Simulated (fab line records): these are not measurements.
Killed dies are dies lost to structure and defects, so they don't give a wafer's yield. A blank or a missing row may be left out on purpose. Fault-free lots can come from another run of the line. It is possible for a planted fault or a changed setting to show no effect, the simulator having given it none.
Chamber matching -- flow nand harc -- rie diel-12 running NHARC_A_SLIT_DESCUM_14: 4 sister chambers
The step chemistry O2, time 3 s. 16 wafers are shown with their chamber, then 8 later ones without.

## WAFERS, EACH WITH ITS CHAMBER
wafer,chamber,drypump motor current A (A),oes product au (a.u.),rf vpp V (V)
L893.2,3,6.2,0.982,58.1
L893.4,2,4.9,0.999,57.9
L893.6,3,6.2,0.991,58.2
L894.4,0,6.0,1.023,58.6
L894.5,0,5.9,1.019,58.2
L894.6,1,6.5,1.013,57.6
L899.1,2,5.0,1.010,57.4
L899.2,1,6.5,1.034,58.7
L899.3,3,6.3,0.998,58.2
L905.1,3,6.2,0.998,59.1
L905.2,1,6.5,0.994,59.5
L905.6,2,5.0,1.018,57.3
L908.1,0,5.9,0.993,58.9
L908.4,2,5.0,1.000,58.2
L908.5,1,6.5,1.000,57.6
L910.2,0,6.0,1.000,58.2

SIGNATURES (averages over the wafers above)
reading,chamber 0,chamber 1,chamber 2,chamber 3,scatter within a chamber
drypump motor current A,5.950,6.500,4.975,6.225,0.0456
oes product au,1.00875,1.01025,1.00675,0.99225,0.0129
rf vpp V,58.475,58.350,57.700,58.400,0.586
Rule: a wafer lies at a distance from a chamber equal to the root of the sum of squares, over the readings, of (its reading less the chamber's mean, divided by the reading's scatter). If the next closest chamber is less than 2 further off than the closest, the wafer can't be placed; otherwise it belongs to the closest. The scatter: the root of (the sum of the squares of (reading less its chamber's mean) over the shown wafers, divided by (wafers less chambers)).

## WAFERS WITHOUT THEIR CHAMBER
wafer,drypump motor current A (A),oes product au (a.u.),rf vpp V (V)
L910.3,6.2,1.006,57.9
L910.5,4.9,0.998,58.6
L911.3,6.5,0.992,57.7
L911.5,5.0,1.005,58.3
L911.6,6.2,1.011,57.4
L912.2,5.0,1.001,58.8
L912.4,6.2,1.008,56.9
L912.5,6.5,0.986,58.7

## WHICH CHAMBER EACH ONE RAN IN
wafer,from the rows above,in truth
L910.3,3,3
L910.5,2,2
L911.3,1,1
L911.5,2,2
L911.6,3,3
L912.2,2,2
L912.4,3,3
L912.5,1,1
Correct placement for 8 of the 8. Number that these rows cannot place: 0. Wrongly placed: 0.
